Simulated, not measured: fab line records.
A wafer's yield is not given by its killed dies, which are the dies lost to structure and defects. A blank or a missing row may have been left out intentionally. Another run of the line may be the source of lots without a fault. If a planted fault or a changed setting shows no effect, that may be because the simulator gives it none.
One fault through the eyes of 2 desks    flow n5 finfet    each desk holds nothing but its own numbers, with what lay behind them at the end

## AT THE METROLOGY DESK
What the gauges read for every lot (on any tool): the sampled wafers with a number, averaged. If a lot's mean is further than 4 standard deviations from the usual mean, the lot is out of limits and carries the mark OUT (the distance appears in the brackets). Only the readings that lie furthest out on some lot appear, 7 of the 10 it has.
Columns: A = DIBL_N at N5_BEOL_M4_RC_MEAS_101, usual 36.3 mV/V; B = DIBL_P at N5_BEOL_M4_RC_MEAS_101, usual 35.7 mV/V; C = IOFF_N at N5_BEOL_M4_RC_MEAS_101, usual 0.155 nA/um; D = IOFF_P at N5_BEOL_M4_RC_MEAS_101, usual 0.204 nA/um; E = SS_N at N5_BEOL_M4_RC_MEAS_101, usual 71.5 mV/dec; F = SS_P at N5_BEOL_M4_RC_MEAS_101, usual 73.1 mV/dec; G = VT_P at N5_BEOL_M4_RC_MEAS_101, usual -251 mV
lot   first seen here  A     B     C      D      E     F     G
L139  day 8 15:50      35.7  34.5  0.136  0.199  70.8  73.0  -248
L138  day 8 17:21      35.3  34.0  0.150  0.201  71.5  72.7  -249
L140  day 8 18:48      35.0  34.9  0.154  0.208  71.4  73.0  -249
L142  day 8 23:38      35.7  34.5  0.147  0.226  70.9  72.8  -248
L144  day 9 17:58      38.9  37.6  0.191  0.246  72.4  73.7  -247
L145  day 9 20:37      36.0  35.7  0.144  0.179  71.3  72.8  -256
L153  day 11 15:41     38.2  36.3  0.160  0.207  72.2  73.7  -250
L155  day 12 15:58     39.0  38.0  0.182  0.249  71.7  74.0  -249
L158  day 13 05:38     36.2  35.4  0.150  0.189  71.6  73.2  -253
L159  day 13 06:14     36.8  36.6  0.172  0.230  71.2  72.8  -247
This desk's finding: nothing out of limits on any of the 10 lots.

## AT THE TOOL OWNER'S DESK: litho track-03
The tool's own readings at N5_BEOL_M4_COAT_61 (time 60 s, resist thk 60 nm): means of the sampled wafers that have a number, for each lot that ran on this tool. If a lot's mean is further than 4 standard deviations from the usual mean, the lot is out of limits and carries the mark OUT (the distance appears in the brackets).
Columns: A = dispense pressure kPa at N5_BEOL_M4_COAT_61, usual 49.6 kPa; B = spin speed rpm at N5_BEOL_M4_COAT_61, usual 1500.0 rpm
lot   first seen here  A     B
L144  day 9 08:34      51.9  1499.9
L145  day 9 10:18      51.9  1500.8
L153  day 11 03:47     51.9  1196.5 (-99 or more) OUT
L155  day 12 09:03     51.9  1196.3 (-99 or more) OUT
This desk finds L153, L155 out of limits, L153 being first, at day 11 03:47 (spin speed rpm at N5_BEOL_M4_COAT_61). In limits: L144, L145.

## ALL TOGETHER
The tool owner's desk had the chance to raise an alarm at day 11 03:47 on L153, L155.
At the metrology desk, nothing out of limits was observed.
The metrology desk holds a record of L153, L155, inside its limits.
The lots listed all ran N5_BEOL_M4_COAT_61 on litho track-03.

## WHAT HAD BEEN PUT IN BY THE SIMULATOR
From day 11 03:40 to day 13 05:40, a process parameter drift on litho track-03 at N5_BEOL_M4_COAT_61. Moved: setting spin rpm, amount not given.
Shown lots that were struck: L153, L155.
Time in hours from fault onset to the first out-of-limits reading at each desk: the tool owner's desk, 0.
